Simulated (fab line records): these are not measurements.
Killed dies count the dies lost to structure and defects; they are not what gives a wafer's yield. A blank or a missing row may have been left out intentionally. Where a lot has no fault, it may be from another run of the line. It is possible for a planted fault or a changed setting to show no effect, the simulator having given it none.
Struck lot and sound lot, side by side / flow n5-finfet / 20 steps out of a route of 1938
Sound: wafers L635.1, L635.2, L635.4. The struck wafers were L648.3, L648.4, L648.6. Last of all comes the cause.
Order at every step that has rows: each side's tool, ch and its chambers, its first start. Under that, the readings that differ: sound wafers / struck wafers / difference of the means / sigmas: that difference in standard deviations of wafers without a fault.
alike: a reading whose means differ by less than 2 such deviations, as well as words and numbers matching on both sides. not compared: withheld readings; readings where some wafer has no value; bounds like >300 that might hide an equal value; numbers whose values overlap and for which the record gives no deviation.
A row with sigmas, a row that says differs or no value, or rows on one side alone: a step with any of these is where the two part. Numbers that have no deviation but don't overlap get no sigmas and don't part them. Lack of a reading on every wafer of one side parts them only where that side has two or more wafers.

first, 2 steps without rows for these wafers: N5_BEOL_M4_STRIP_65 (strips in N2/H2); N5_BEOL_M4_STRIP_75 (strips in N2/H2).
N5_BEOL_M4_STRIP_66: strips in CF4.
  sound on rie-diel-02 ch 1,2,3, day 9 00:08; struck on rie-diel-04 ch 0,1,2, day 12 03:10
  alike: drypump-motor-current-A, oes-product-au, power-w, rf-fwd-power-W, rf-vpp-V, showerhead-plenum-p-Torr, throttle-valve-pct
  not compared: rf-hours-counter-h
N5_BEOL_M4_HM_OPEN_17: chemistry Cl2/BCl3, target TiN, target depth 20 nm, overetch 6 nm.
  sound on rie-metal-03 ch 0,1, day 9 00:11; struck on rie-metal-03 ch 0,1, day 12 03:14
  alike: bcl3-flow-sccm, drypump-motor-current-A, oes-product-au, rf-fwd-power-W, throttle-valve-pct
  not compared: rf-hours-counter-h
N5_BEOL_M4_STRIP_19: strips in O2.
  sound on rie-diel-04 ch 0,3, day 9 00:25; struck on rie-diel-03 ch 0,1, day 12 03:19
reading=drypump-motor-current-A (A); sound=6.7 6.4 6.4; struck=5.3 5.6 5.3; difference=-1.1; sigmas=-2
  alike: oes-product-au, rf-vpp-V, showerhead-plenum-p-Torr, throttle-valve-pct
  not compared: rf-hours-counter-h
N5_BEOL_M4_CD_MEAS_18: pitch 36 nm, target cd 18 nm.
  struck on cd-sem-02, day 12 03:24; sound on cd-sem-01, day 9 00:30
  alike: cd-nm
then, 6 steps without rows for these wafers: N5_BEOL_M4_COAT_67 (time 60 s, resist thk 60 nm); N5_BEOL_M4_COAT_68 (time 60 s, resist thk 12 nm); N5_BEOL_M4_COAT_76 (time 60 s, resist thk 5 nm); N5_BEOL_M4_COAT_22 (resist thk 30 nm); N5_BEOL_M4_EBR_24; N5_BEOL_M4_SOFTBAKE_23 (time 60 s).
N5_BEOL_M4_EXPOSE_25: exposes mask V3, defocus 5 nm.
  sound on euv-scanner-01 ch 0, day 9 00:48; struck on euv-scanner-01 ch 0, day 12 03:35
reading=model.BEOL_M4.overlay-x-nm (nm); sound=0 0 0; struck=3.8 3.8 3.8; difference=+3.8; sigmas=
  alike: mask
then, 2 steps without rows for these wafers: N5_BEOL_M4_PEB_26 (peb time 60 s); N5_BEOL_M4_DEVELOP_27 (develop time 30 s).
N5_BEOL_M4_CD_MEAS_28: target cd 26.2 nm, target cd y 24.1 nm.
  sound on cd-sem-02 ch 0, day 9 00:57; struck on cd-sem-03 ch 0, day 12 03:43
reading=cd-nm (nm); sound=25.68 25.89 25.68; struck=26.40 26.25 26.35; difference=+0.58; sigmas=+2
N5_BEOL_M4_OVL_MEAS_29:
  sound on overlay-02 ch 0, day 9 00:59; struck on overlay-02 ch 0, day 12 03:46
reading=V3_OVL (nm); sound=1.3 -0.2 -0.5; struck=3.5 2.5 2.9; difference=+2.8; sigmas=+4
N5_BEOL_M4_INSPECT_30: inspects for defects (brightfield).
  struck on defect-inspect-01, day 12 03:48; sound on defect-inspect-01, day 9 01:02
reading=raw-defect-count; sound=298 586 621; struck=234 325 398; difference=-183; sigmas=-2
N5_BEOL_M4_RC_MEAS_101:
  sound on prober-01 ch 0, day 9 12:19; struck on prober-02 ch 0, day 12 14:48
  alike: DIBL_N, DIBL_P, IOFF_N, IOFF_P, ION_N, ION_P, SS_N, SS_P, VT_N, VT_P
-- record jumps: 5 days separate the struck wafers' starts on either side; left off in module BEOL_M4, taken up again in module PASSIVATION, whose first shown step is the route's number 1936 --
N5_PASSIVATION_PROBE_49:
  struck on prober-02, day 17 05:15; sound on prober-01, day 14 08:47
  alike: defect-limited-yield, killed_at_M0_to_M3, killed_at_M4_up, killed-at-contacts, killed-at-front-end, killed-at-other, killed-dies, killed-open, killed-short, sort_bin_5_function, sort_bin_6_memory, sort-n-pass, sort-yield-pct

WHERE THEY PART
Last at N5_BEOL_M4_INSPECT_30 as far as this record goes, first at N5_BEOL_M4_STRIP_19. Later steps at which nothing parts them and some readings are alike: N5_BEOL_M4_RC_MEAS_101, N5_PASSIVATION_PROBE_49.

WHY: what had been put in by the simulator
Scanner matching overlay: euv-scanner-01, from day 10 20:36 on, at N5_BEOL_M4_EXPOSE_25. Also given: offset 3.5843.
